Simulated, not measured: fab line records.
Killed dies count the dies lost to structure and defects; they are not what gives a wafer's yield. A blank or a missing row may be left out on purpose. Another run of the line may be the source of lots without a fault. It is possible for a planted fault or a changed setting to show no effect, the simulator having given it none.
Split-lot trial -- flow n5_finfet -- on a route of 1938 steps: 7 lots, 21 wafers read

SPLIT DETAILS
At N5_WELL_APT_COAT_02 (resist thk 950 nm), the setting spin_rpm was moved away from the recipe's 1357 rpm on 5 of the 21 wafers read, by -8.8% to +3.7%. The other wafers ran this setting at the recipe's value.

The reading is taken at the split's own step.

THE READING
coat_of_WELL_APT_COAT_02.thk_nm (the simulator's own value, which no gauge read), in nm, at N5_WELL_APT_COAT_02 (resist thk 950 nm). The file gives no usual value for it. The 16 wafers here that ran the recipe average 949.9 nm, standard deviation 3.1 nm.

wafer,"tool, chamber at the split","spin_rpm as run, rpm",against the recipe,"coat_of_WELL_APT_COAT_02.thk_nm, nm",against lot-mates on the recipe
L076.2,"litho_track-02, 0",1357,recipe,950.9,-
L076.4,"litho_track-02, 0",1357,recipe,948.6,-
L076.6,"litho_track-02, 0",1357,recipe,948.4,-
L078.1,"litho_track-01, 0",1357,recipe,952.7,-
L078.2,"litho_track-01, 0",1248,-8.0%,992.8,+40.1
L078.6,"litho_track-01, 0",1248,-8.0%,992.8,+40.1
L082.3,"litho_track-02, 0",1357,recipe,955.4,-
L082.4,"litho_track-02, 0",1357,recipe,954.5,-
L082.5,"litho_track-02, 0",1357,recipe,955.1,-
L083.1,"litho_track-02, 0",1238,-8.8%,995.6,+44.1
L083.2,"litho_track-02, 0",1357,recipe,951.5,-
L083.5,"litho_track-02, 0",1238,-8.8%,996.1,+44.6
L089.2,"litho_track-01, 0",1357,recipe,945.8,-
L089.3,"litho_track-01, 0",1357,recipe,947.3,-
L089.4,"litho_track-01, 0",1357,recipe,945.7,-
L092.1,"litho_track-05, 0",1357,recipe,949.1,-
L092.2,"litho_track-05, 0",1357,recipe,946.9,-
L092.4,"litho_track-05, 0",1357,recipe,947.2,-
L096.1,"litho_track-05, 0",1357,recipe,950.2,-
L096.2,"litho_track-05, 0",1357,recipe,948.4,-
L096.3,"litho_track-05, 0",1407,+3.7%,928.7,-20.6

FIT RESULTS
A straight line over all 21 wafers: coat_of_WELL_APT_COAT_02.thk_nm changes by -5.32 nm for each +1% of spin_rpm; r = -0.99; the points scatter about the line by 2.9 nm.
The same after taking each lot's own level away (the mean of its wafers on the recipe; 21 wafers): -5.07 nm for each +1%; r = -1.00; scatter 0.87 nm.
Per that fit: largest spin_rpm move, reading shift of 44 nm.
Measured against the standard deviation above, the lots' own levels, which go from 946.27 to 955.00 nm, span 2.8 times it.
So the lot-to-lot level changes the slope little: the two slopes agree.
Check: with one of the wafers moved furthest among these (-8.8%) left out of the fit, the line predicts +44.4 nm for it against its lot-mates. Against them it came out at +44.1 nm.

FILE'S OWN FIT
coat_of_WELL_APT_COAT_02.thk_nm changes by -5.08 nm for each +1% of spin_rpm, r = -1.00.
